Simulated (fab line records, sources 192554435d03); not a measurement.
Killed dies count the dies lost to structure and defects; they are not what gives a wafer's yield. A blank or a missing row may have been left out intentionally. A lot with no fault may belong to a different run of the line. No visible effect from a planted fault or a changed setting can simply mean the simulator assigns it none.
fab line records	flow n5_finfet
record: lots: 12	wafers: 34	last_day: 18
route steps=1938 shown BEOL_M5@1175 PASSIVATION@1936
lots that met no fault: from a run of the same line without faults
start_h: hours from the record's opening day to when the first of the lot's shown wafers began	wait_h: time in hours since the lot's previous step	" repeats the value in the row above	L1.1+2: several wafers, shown together as one row	- value missing, or start not given	* or withheld: withheld	< > ~ a bound
route shown NAME@n: a module of which the file shows steps, and the number in the route of the first	usual: mean/standard deviation of fault-free wafers	same: alike in all rows	chamber/n: place in a boat	sites: each site's reading	_std_site: standard deviation across them	_edge_site: inner sites' mean taken away from outer sites' mean	radius_mm: how far each site lies from the wafer's centre	mask NAME#n: copy n	behind: tool/chamber where the wafer was last shaped	hold: what put the lot on hold/how long, in hours/how the hold closed	device: the n, p or np transistor that did not switch	end of line: tests of these same wafers at the route's end	where a step has no rows: the recipe by itself	killed: count of dies lost to structure and defects at first sort (not the wafer's yield)	map: a wafer's dies, x killed, . not, _ none there
set.NAME: the setting as run; set.NAME@STEP: as run at that earlier step	model.NAME: the simulator's own value behind a step, which no gauge read
route steps across a sampled set of lots; one table per step, one row per wafer
services: the hour from which a tool's chamber was out of use, counted from the record's first day as start_h (under 0 if before that day), plus the number of hours and why
== steps ==
step: N5_BEOL_M5_SPUTTER_48
recipe: material: Cu	target_thk_a: 150	temp_c: -20	chamber_pressure_pa: 0.07	power_w: withheld	time_s: 27.62
usual: throttle_valve_pct: 29.9/0.85
same: time_s: 27.62
lot.wafer	tool	chamber	start_h	wait_h	throttle_valve_pct
L599.3	pvd_sputter-01	-	186.42	0.1	30.3
L599.4	"	-	"	"	30.3
L599.5	"	-	"	"	30.1
L601.2	pvd_sputter-02	-	198.47	0.1	30.2
L601.4	"	-	"	"	31.3
L601.5	"	-	"	"	29.9
L600.3	pvd_sputter-01	-	202.70	0.1	30.2
L600.4	"	-	"	"	31.1
L600.6	"	-	"	"	30.9
L603.1	pvd_sputter-02	-	203.82	0.3	30.0
L603.2	"	-	"	"	30.8
L603.4	"	-	"	"	29.8
L602.5	pvd_sputter-01	-	211.51	0.1	30.2
L602.6	"	-	"	"	30.4
L605.2	pvd_sputter-02	-	222.13	0.1	30.8
L605.5	"	-	"	"	30.1
L605.6	"	-	"	"	28.3
L614.4	pvd_sputter-02	-	269.49	0.1	29.9
L614.5	"	-	"	"	30.1
L614.6	"	-	"	"	30.1
L618.2	pvd_sputter-01	-	309.62	0.1	31.2
L618.3	"	-	"	"	30.3
L622.2	pvd_sputter-02	-	316.75	0.2	30.2
L622.3	"	-	"	"	28.4
L622.5	"	-	"	"	29.6
L621.1	pvd_sputter-01	-	322.79	0.2	30.4
L621.3	"	-	"	"	31.1
L621.6	"	-	"	"	31.0
L619.1	pvd_sputter-02	-	324.49	0.2	28.2
L619.4	"	-	"	"	28.3
L619.5	"	-	"	"	30.0
L620.1	pvd_sputter-03	-	341.51	0.2	28.6
L620.3	"	-	"	"	29.4
L620.5	"	-	"	"	29.4
step: N5_BEOL_M5_ANNEAL_82
recipe: temp_c: 400	time_s: 1800	ambient: vacuum
usual: heater_power_w: 828/59
same: time_s: 1800
lot.wafer	tool	chamber	start_h	wait_h	heater_power_w
L599.3	pvd_sputter-01	-	187.59	0.0	821
L599.4	"	-	"	"	896
L599.5	"	-	"	"	898
L601.2	pvd_sputter-02	-	199.64	0.0	872
L601.4	"	-	"	"	851
L601.5	"	-	"	"	875
L600.3	pvd_sputter-01	-	203.86	0.0	814
L600.4	"	-	"	"	854
L600.6	"	-	"	"	680
L603.1	pvd_sputter-02	-	204.98	0.0	816
L603.2	"	-	"	"	824
L603.4	"	-	"	"	849
L602.5	pvd_sputter-01	-	213.14	0.5	894
L602.6	"	-	"	"	796
L605.2	pvd_sputter-02	-	223.30	0.0	821
L605.5	"	-	"	"	885
L605.6	"	-	"	"	833
L614.4	pvd_sputter-02	-	270.66	0.0	835
L614.5	"	-	"	"	880
L614.6	"	-	"	"	807
L618.2	pvd_sputter-01	-	310.79	0.0	867
L618.3	"	-	"	"	899
L622.2	pvd_sputter-02	-	317.92	0.0	817
L622.3	"	-	"	"	822
L622.5	"	-	"	"	879
L621.1	pvd_sputter-01	-	323.96	0.0	693
L621.3	"	-	"	"	830
L621.6	"	-	"	"	842
L619.1	pvd_sputter-02	-	325.80	0.0	842
L619.4	"	-	"	"	825
L619.5	"	-	"	"	893
L620.1	pvd_sputter-03	-	342.68	0.0	854
L620.3	"	-	"	"	861
L620.5	"	-	"	"	874
step: N5_BEOL_M5_ANNEAL_89
recipe: temp_c: 400	time_s: 1800	ambient: vacuum
usual: heater_power_w: 828/59
same: time_s: 1800
lot.wafer	tool	chamber	start_h	wait_h	heater_power_w
L599.3	pvd_sputter-01	-	189.76	0.0	796
L599.4	"	-	"	"	923
L599.5	"	-	"	"	904
L601.2	pvd_sputter-02	-	201.81	0.0	857
L601.4	"	-	"	"	846
L601.5	"	-	"	"	875
L600.3	pvd_sputter-01	-	206.04	0.0	800
L600.4	"	-	"	"	854
L600.6	"	-	"	"	696
L603.1	pvd_sputter-02	-	207.16	0.0	823
L603.2	"	-	"	"	834
L603.4	"	-	"	"	881
L602.5	pvd_sputter-01	-	216.23	0.5	906
L602.6	"	-	"	"	812
L605.2	pvd_sputter-02	-	225.47	0.0	837
L605.5	"	-	"	"	884
L605.6	"	-	"	"	823
L614.4	pvd_sputter-02	-	272.83	0.0	779
L614.5	"	-	"	"	865
L614.6	"	-	"	"	808
L618.2	pvd_sputter-01	-	312.96	0.0	861
L618.3	"	-	"	"	899
L622.2	pvd_sputter-02	-	320.09	0.0	806
L622.3	"	-	"	"	848
L622.5	"	-	"	"	857
L621.1	pvd_sputter-01	-	326.13	0.0	706
L621.3	"	-	"	"	855
L621.6	"	-	"	"	847
L619.1	pvd_sputter-02	-	328.24	0.0	847
L619.4	"	-	"	"	832
L619.5	"	-	"	"	895
L620.1	pvd_sputter-03	-	345.02	0.0	864
L620.3	"	-	"	"	848
L620.5	"	-	"	"	849
step: N5_BEOL_M5_CMP_52
recipe: stop_on: SiCOH_lowk	t_overpolish_s: 6.9	down_force_psi: 1	platen_rpm: 50	clearing_platen_down_force_psi: 1.5	clearing_platen_rpm: 50	post_cmp_clean: cu_alkaline	target_thk_nm: 62	clearing_platen_pad_velocity_m_s: 0.99484	pad_velocity_m_s: 0.99484
usual: barrier_field_endpoint_s: 25.2/0.69	motor_current_A: 5.8/0.54	overpolish_run_s: 6.901/0.0096	platen_rpm: 50.00/0.035	time_to_endpoint_s: 64/3.7
lot.wafer	tool	chamber	start_h	wait_h	barrier_field_endpoint_s	motor_current_A	overpolish_run_s	platen_rpm	time_to_endpoint_s
L599.3	cmp-02	3	191.31	0.2	24.4	4.6	6.910	50.01	65
L599.4	"	1	"	"	25.9	6.2	6.911	49.98	67
L599.5	"	2	"	"	25.6	6.0	6.891	50.02	64
L601.2	cmp-04	3	203.33	0.2	25.4	6.0	6.923	50.03	68
L601.4	"	2	"	"	26.2	6.2	6.906	50.00	67
L601.5	"	3	"	"	25.5	5.6	6.899	50.00	67
L600.3	cmp-02	2	207.81	0.3	24.4	6.0	6.897	50.00	61
L600.4	"	1	"	"	24.2	6.3	6.912	50.03	61
L600.6	"	2	"	"	24.6	5.9	6.918	49.98	59
L603.4	cmp-02	0	209.01	0.1	24.9	5.5	6.903	50.03	63
L603.1	"	1	"	"	24.8	6.4	6.911	49.97	61
L603.2	"	3	"	"	24.1	4.8	6.908	50.01	61
L602.5	cmp-02	1	217.39	0.2	25.1	6.7	6.889	50.05	65
L602.6	"	2	"	"	25.2	6.2	6.898	50.02	61
L605.2	cmp-02	1	227.02	0.2	26.1	6.6	6.897	47.97	62
L605.5	"	0	"	"	26.8	5.3	6.898	50.00	68
L605.6	"	1	"	"	26.6	6.3	6.897	47.97	65
L614.4	cmp-04	2	274.38	0.2	27.0	6.3	6.894	50.00	73
L614.6	"	1	"	"	25.0	5.8	6.893	50.04	60
L614.5	"	2	"	"	26.5	6.4	6.890	50.02	69
L618.3	cmp-04	3	314.86	0.2	25.6	5.9	6.892	49.96	68
L618.2	"	1	"	"	23.7	6.0	6.912	50.07	56
L622.2	cmp-03	0	321.88	0.4	24.7	5.5	6.901	49.98	59
L622.3	"	2	"	"	23.5	6.7	6.898	49.95	59
L622.5	"	1	"	"	25.0	6.4	6.906	50.09	64
L621.3	cmp-02	1	327.68	0.2	24.9	6.1	6.909	49.95	68
L621.1	"	3	"	"	25.1	4.6	6.905	49.97	68
L621.6	"	1	"	"	26.1	6.4	6.903	50.03	66
L619.4	cmp-02	1	330.16	0.2	25.4	6.5	6.910	50.07	66
L619.1	"	2	"	"	24.8	6.1	6.895	49.95	58
L619.5	"	3	"	"	24.8	4.8	6.892	50.04	62
L620.1	cmp-04	0	347.57	0.3	25.0	5.9	6.896	50.00	63
L620.3	"	1	"	"	24.8	5.9	6.909	49.98	60
L620.5	"	0	"	"	24.6	5.9	6.899	49.98	60
step: N5_PASSIVATION_PROBE_49
usual: defect_limited_yield: 91.0/1.4	killed_at_M0_to_M3: 36/9.6	killed_at_M4_up: 14/6.1	killed_at_contacts: 13/6.6	killed_at_front_end: 40/11	killed_at_other: 3.2/2.9	killed_dies: 106/17	killed_open: 71/12	killed_short: 33/7.3	sort_bin_4_leakage: 0.02/0.11	sort_bin_5_function: 5.3/1	sort_bin_6_memory: 3.4/0.68	sort_n_pass: 1073/19	sort_yield_pct: 91.0/1.6
same: gross_dies: 1180	killed_at_back_side: 0	sort_bin_8_speed[%]: 0
lot.wafer	tool	chamber	start_h	wait_h	defect_limited_yield[%]	killed_at_M0_to_M3	killed_at_M4_up	killed_at_contacts	killed_at_front_end	killed_at_other	killed_dies	killed_open	killed_short	sort_bin_4_leakage[%]	sort_bin_5_function[%]	sort_bin_6_memory[%]	sort_n_pass	sort_yield_pct[%]
L599.3	prober-02	-	287.97	0.1	92.0	26	6	22	39	1	94	65	27	0	5.0	2.6	1086	92.0
L599.4	prober-02	-	288.02	0.2	92.9	33	9	22	19	1	84	58	23	0	4.7	2.0	1096	92.9
L599.5	prober-02	-	288.07	0.2	93.9	28	7	16	17	4	72	54	18	0.68	3.3	2.6	1100	93.2
L603.1	prober-02	-	302.80	0.0	91.4	47	16	7	28	4	102	76	26	0	5.3	3.2	1078	91.4
L603.2	prober-02	-	302.85	0.1	90.2	24	29	6	49	8	116	77	32	0	5.8	3.6	1064	90.2
L603.4	prober-02	-	302.95	0.2	92.6	30	8	10	35	4	87	53	33	0	4.6	2.7	1093	92.6
L605.2	prober-02	-	317.88	0.1	92.4	34	16	2	35	3	90	68	22	0.17	4.1	3.1	1088	92.2
L605.5	prober-02	-	318.03	0.2	88.9	24	15	14	77	1	131	60	34	0	8.1	2.9	1049	88.9
L605.6	prober-02	-	318.08	0.3	92.1	23	30	6	33	1	93	60	33	0	4.1	3.5	1087	92.1
L614.4	prober-01	-	371.56	0.2	91.3	39	6	7	50	1	103	75	28	0	5.5	3.1	1077	91.3
L614.5	prober-01	-	371.61	0.2	89.6	56	12	7	47	1	123	91	31	0	5.4	4.8	1057	89.6
L614.6	prober-01	-	371.66	0.3	91.0	29	12	9	54	2	106	73	33	0	4.8	3.6	1074	91.0
L621.1	prober-01	-	425.14	0.0	90.6	43	5	10	51	2	111	76	34	0	5.3	3.9	1069	90.6
L621.3	prober-01	-	425.24	0.1	92.6	32	11	13	27	4	87	62	22	0	4.2	3.0	1093	92.6
L621.6	prober-01	-	425.39	0.3	93.0	23	11	21	28	0	83	64	18	0	4.1	2.8	1097	93.0
L619.1	prober-02	-	426.15	0.0	92.8	27	9	23	24	2	85	54	30	0	4.3	2.8	1095	92.8
L619.4	prober-02	-	426.30	0.2	92.9	26	16	11	25	6	84	58	22	0	3.8	3.1	1096	92.9
L619.5	prober-02	-	426.35	0.2	92.8	30	9	12	29	5	85	53	28	0	4.3	2.7	1095	92.8
L620.1	prober-02	-	443.20	0.1	92.0	48	8	9	27	2	94	72	22	0	4.8	2.9	1086	92.0
L620.3	prober-02	-	443.30	0.2	88.9	68	10	3	46	4	131	91	38	0	5.8	5.0	1049	88.9
L620.5	prober-02	-	443.40	0.3	92.9	24	16	7	35	2	84	54	28	0	4.3	2.5	1096	92.9
killed by level:class
L599.3 MOL_CONTACT_COAG:geometric_particle:open=17 BEOL_M3:geometric_particle:open=6 STI_FIN_REVEAL:geometric_particle:open=6 BEOL_M0_SAQP:geometric_particle:short=6 STARTING-WAFER:geometric_particle:open=6 MOL_CONTACT_COAG:geometric_particle:short=5 BEOL_M2:geometric_particle:open=5 STARTING-WAFER:geometric_particle:short=5
L599.4 MOL_CONTACT_COAG:geometric_particle:open=19 BEOL_M0_SAQP:geometric_particle:short=9 BEOL_M3:geometric_particle:open=8 BEOL_M0_SAQP:geometric_particle:open=5 BEOL_M2:geometric_particle:open=5 STI_FIN_REVEAL:geometric_particle:open=4 GATE_CUT:geometric_particle:open=3 MOL_CONTACT_COAG:geometric_particle:short=3
L599.5 MOL_CONTACT_COAG:geometric_particle:open=15 BEOL_M3:geometric_particle:open=8 BEOL_M0_SAQP:geometric_particle:open=6 STI_FIN_REVEAL:geometric_particle:open=4 BEOL_M3:geometric_particle:short=4 FIN_SAQP:geometric_particle:open=3 FIN_SAQP:geometric_particle:short=3 BEOL_M1:geometric_particle:short=3
L603.1 BEOL_M1:geometric_particle:open=13 BEOL_M3:geometric_particle:open=11 STI_FIN_REVEAL:geometric_particle:open=8 BEOL_M4:geometric_particle:open=7 MOL_CONTACT_COAG:geometric_particle:open=5 BEOL_M0_SAQP:geometric_particle:short=5 BEOL_M2:geometric_particle:open=5 GATE_CUT:geometric_particle:short=4
L603.2 BEOL_M4:geometric_particle:open=17 FIN_SAQP:geometric_particle:open=14 BEOL_M2:geometric_particle:open=14 FIN_SAQP:geometric_particle:short=8 STI_FIN_REVEAL:geometric_particle:open=7 DUMMY_GATE:geometric_particle:open=4 GATE_CUT:geometric_particle:short=4 MOL_CONTACT_COAG:geometric_particle:open=4
L603.4 FIN_SAQP:geometric_particle:open=8 FIN_SAQP:geometric_particle:short=8 MOL_CONTACT_COAG:geometric_particle:open=7 BEOL_M2:geometric_particle:open=6 BEOL_M0_SAQP:geometric_particle:short=6 STI_FIN_REVEAL:geometric_particle:open=5 BEOL_M0_SAQP:geometric_particle:open=5 BEOL_M3:geometric_particle:open=4
L605.2 BEOL_M1:geometric_particle:open=18 BEOL_M4:geometric_particle:open=10 GATE_CUT:geometric_particle:short=8 BEOL_M2:geometric_particle:open=7 STI_FIN_REVEAL:geometric_particle:open=6 FIN_SAQP:geometric_particle:open=5 DUMMY_GATE:geometric_particle:open=5 STARTING-WAFER:geometric_particle:short=5
L605.5 FIN_CUT:area_etch=37 MOL_CONTACT_COAG:geometric_particle:open=12 BEOL_M4:geometric_particle:open=9 FIN_SAQP:geometric_particle:short=7 GATE_CUT:geometric_particle:short=5 BEOL_M1:geometric_particle:open=5 BEOL_M2:geometric_particle:open=5 FIN_SAQP:geometric_particle:open=4
L605.6 BEOL_M4:geometric_particle:open=15 GATE_CUT:geometric_particle:short=8 MOL_CONTACT_COAG:geometric_particle:open=5 BEOL_M1:geometric_particle:short=5 BEOL_M5:geometric_particle:open=5 ILD0:geometric_particle:open=4 GATE_CUT:geometric_particle:open=4 BEOL_M0:geometric_particle:open=4
L614.4 FIN_SAQP:geometric_particle:open=17 STI_FIN_REVEAL:geometric_particle:open=11 BEOL_M0_SAQP:geometric_particle:open=10 BEOL_M2:geometric_particle:open=10 FIN_SAQP:geometric_particle:short=7 BEOL_M3:geometric_particle:open=7 DUMMY_GATE:geometric_particle:open=6 MOL_CONTACT_COAG:geometric_particle:open=6
L614.5 STI_FIN_REVEAL:geometric_particle:open=16 BEOL_M3:geometric_particle:open=14 BEOL_M0_SAQP:geometric_particle:open=13 BEOL_M4:geometric_particle:open=11 FIN_SAQP:geometric_particle:open=10 BEOL_M0_SAQP:geometric_particle:short=9 BEOL_M2:geometric_particle:open=7 FIN_SAQP:geometric_particle:short=6
L614.6 FIN_SAQP:geometric_particle:open=16 STI_FIN_REVEAL:geometric_particle:open=12 MOL_CONTACT_COAG:geometric_particle:open=8 FIN_SAQP:geometric_particle:short=7 BEOL_M0_SAQP:geometric_particle:short=7 BEOL_M0_SAQP:geometric_particle:open=6 BEOL_M4:geometric_particle:open=5 STI_FIN_REVEAL:geometric_particle:short=4
L621.1 BEOL_M2:geometric_particle:open=21 STI_FIN_REVEAL:geometric_particle:open=19 MOL_CONTACT_COAG:geometric_particle:open=8 FIN_SAQP:geometric_particle:open=7 FIN_SAQP:geometric_particle:short=7 GATE_CUT:geometric_particle:short=5 STARTING-WAFER:geometric_particle:short=5 BEOL_M0_SAQP:geometric_particle:short=4
L621.3 MOL_CONTACT_COAG:geometric_particle:open=10 BEOL_M0_SAQP:geometric_particle:open=9 BEOL_M2:geometric_particle:open=8 BEOL_M4:geometric_particle:open=7 STI_FIN_REVEAL:geometric_particle:open=5 DUMMY_GATE:geometric_particle:open=5 BEOL_M1:geometric_particle:open=5 MOL_CONTACT_COAG:geometric_particle:short=3
L621.6 MOL_CONTACT_COAG:geometric_particle:open=16 FIN_SAQP:geometric_particle:open=7 STI_FIN_REVEAL:geometric_particle:open=7 BEOL_M2:geometric_particle:open=7 BEOL_M0_SAQP:geometric_particle:open=5 MOL_CONTACT_COAG:geometric_particle:short=5 BEOL_M1:geometric_particle:open=5 BEOL_M4:geometric_particle:open=4
L619.1 MOL_CONTACT_COAG:geometric_particle:open=19 STARTING-WAFER:geometric_particle:short=6 BEOL_M2:geometric_particle:open=5 BEOL_M0_SAQP:geometric_particle:open=5 BEOL_M3:geometric_particle:open=5 MOL_CONTACT_COAG:geometric_particle:short=4 BEOL_M0_SAQP:geometric_particle:short=4 BEOL_M4:geometric_particle:open=4
L619.4 MOL_CONTACT_COAG:geometric_particle:open=9 DUMMY_GATE:geometric_particle:open=7 BEOL_M0_SAQP:geometric_particle:short=5 BEOL_M2:geometric_particle:open=5 BEOL_M4:geometric_particle:open=5 STI_FIN_REVEAL:geometric_particle:open=4 GATE_CUT:geometric_particle:short=4 BEOL_M0_SAQP:geometric_particle:open=4
L619.5 MOL_CONTACT_COAG:geometric_particle:open=11 BEOL_M2:geometric_particle:open=7 FIN_SAQP:geometric_particle:short=5 BEOL_M1:geometric_particle:open=5 BEOL_M4:geometric_particle:open=5 BEOL_M0_SAQP:geometric_particle:open=4 BEOL_M0_SAQP:geometric_particle:short=4 BEOL_M0:geometric_particle:short=4
L620.1 BEOL_M2:geometric_particle:open=18 BEOL_M1:geometric_particle:open=15 STI_FIN_REVEAL:geometric_particle:open=12 BEOL_M0_SAQP:geometric_particle:open=6 MOL_CONTACT_COAG:geometric_particle:open=5 BEOL_M4:geometric_particle:open=5 GATE_CUT:geometric_particle:short=4 MOL_CONTACT_COAG:geometric_particle:short=4
L620.3 BEOL_M1:geometric_particle:open=19 BEOL_M0_SAQP:geometric_particle:open=14 GATE_CUT:geometric_particle:open=12 BEOL_M2:geometric_particle:open=11 STI_FIN_REVEAL:geometric_particle:open=9 BEOL_M0_SAQP:geometric_particle:short=8 BEOL_M4:geometric_particle:open=6 GATE_CUT:geometric_particle:short=6
L620.5 GATE_CUT:geometric_particle:short=7 BEOL_M0_SAQP:geometric_particle:short=6 MOL_CONTACT_COAG:geometric_particle:open=6 BEOL_M4:geometric_particle:open=6 BEOL_M1:geometric_particle:open=5 BEOL_M2:geometric_particle:open=5 FIN_SAQP:geometric_particle:open=4 DUMMY_GATE:geometric_particle:open=4
== services ==
tool	chamber	start_h	hours	kind
cmp-04	-	180.86	1.3	repair
cmp-04	-	191.16	5.8	pm
cmp-03	-	203.28	10.6	pm
cmp-02	-	209.96	6.6	pm
cmp-03	-	231.85	4.0	pm
cmp-03	-	235.85	-	consumable_replace:conditioner
cmp-03	-	235.85	-	consumable_replace:pad
cmp-03	-	235.85	9.1	pm
cmp-04	-	261.59	1.2	repair
cmp-02	-	293.71	4.0	pm
cmp-02	-	297.71	-	consumable_replace:conditioner
cmp-02	-	297.71	-	consumable_replace:pad
pvd_sputter-01	-	302.54	1.3	repair
cmp-02	-	314.48	2.0	repair
cmp-04	-	315.22	1.1	repair
cmp-04	-	325.38	1.0	repair
pvd_sputter-01	-	331.05	9.3	repair
cmp-03	-	341.78	1.0	repair
cmp-03	-	345.64	2.1	repair
== key ==
first_sign: step: N5_BEOL_M5_CMP_52	reading: platen_rpm	direction: down	sigmas: 58	usual: 50.00	struck: 47.97
effect none on later readings
met_at N5_BEOL_M5_CMP_52
struck_lots L605
struck_wafers L605.2,L605.6
baseline_loss: step: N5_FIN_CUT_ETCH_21	wafers: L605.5
not_acting_at N5_BEOL_M5_SPUTTER_48,N5_BEOL_M5_ANNEAL_82,N5_BEOL_M5_ANNEAL_89
onset_between 217.39 227.02
fault: kind: process_parameter_drift	tool: cmp-02	chamber: 1	onset_h: 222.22	steps: N5_BEOL_M5_CMP_52	channel: platen_rpm	offset: -2	shape: step	end_h: 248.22	acts_in: these_recipes_only	stated: 50
baseline_loss: these wafers lose ten dies or more at that step, a loss of the line's own and not of a fault; the sort's usual values leave them out
